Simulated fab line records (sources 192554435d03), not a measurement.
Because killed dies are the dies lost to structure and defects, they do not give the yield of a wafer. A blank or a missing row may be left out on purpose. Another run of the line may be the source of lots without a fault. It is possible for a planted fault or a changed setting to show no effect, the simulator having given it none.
Matching of chambers + flow n5-finfet + N5_BEOL_M4_CMP_52 on cmp-04 has 4 sister chambers
The step polishes, stops on SiOC, t overpolish 6.8 s, target thk 40 nm. 8 wafers are shown with their chamber, then 7 later ones without.

EACH WAFER AND ITS CHAMBER
| wafer  | chamber | motor-current-A (A) | time-to-endpoint-s (s) |
|--------|---------|---------------------|------------------------|
| L077.4 | 2       | 5.4                 | 61                     |
| L077.5 | 2       | 5.2                 | 62                     |
| L081.4 | 1       | 6.9                 | 62                     |
| L085.1 | 3       | 6.4                 | 67                     |
| L085.2 | 0       | 6.0                 | 62                     |
| L085.4 | 1       | 6.9                 | 62                     |
| L087.1 | 3       | 6.2                 | 70                     |
| L087.2 | 0       | 5.8                 | 66                     |

WAFERS MISSING THEIR CHAMBER
| wafer  | motor-current-A (A) | time-to-endpoint-s (s) |
|--------|---------------------|------------------------|
| L087.4 | 5.3                 | 66                     |
| L089.1 | 5.3                 | 67                     |
| L089.2 | 6.6                 | 72                     |
| L089.6 | 6.6                 | 71                     |
| L092.1 | 6.5                 | 71                     |
| L092.3 | 6.2                 | 69                     |
| L092.5 | 5.1                 | 69                     |

EACH ONE'S CHAMBER
| wafer  | from the rows above | in truth                   |
|--------|---------------------|----------------------------|
| L087.4 | 2                   | 2                          |
| L089.1 | 2                   | 2                          |
| L089.2 | 3                   | 3                          |
| L089.6 | 3                   | 3                          |
| L092.1 | 3                   | 3                          |
| L092.3 | 3                   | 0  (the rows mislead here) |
| L092.5 | 2                   | 2                          |
Correct placement for 6 of the 7. Not placeable from these rows: 0. Placed wrongly: 1.
How it was worked out, from the rows above alone: a wafer's distance from a chamber is the root of the sum, over the readings, of the square of ((its reading less the chamber's mean) divided by the reading's scatter). If the next closest chamber is less than 2 further off than the closest, the wafer can't be placed; otherwise it belongs to the closest. The mean given for a chamber averages the wafers shown for that chamber. The scatter: the root of (the sum of the squares of (reading less its chamber's mean) over the shown wafers, divided by (wafers less chambers)).
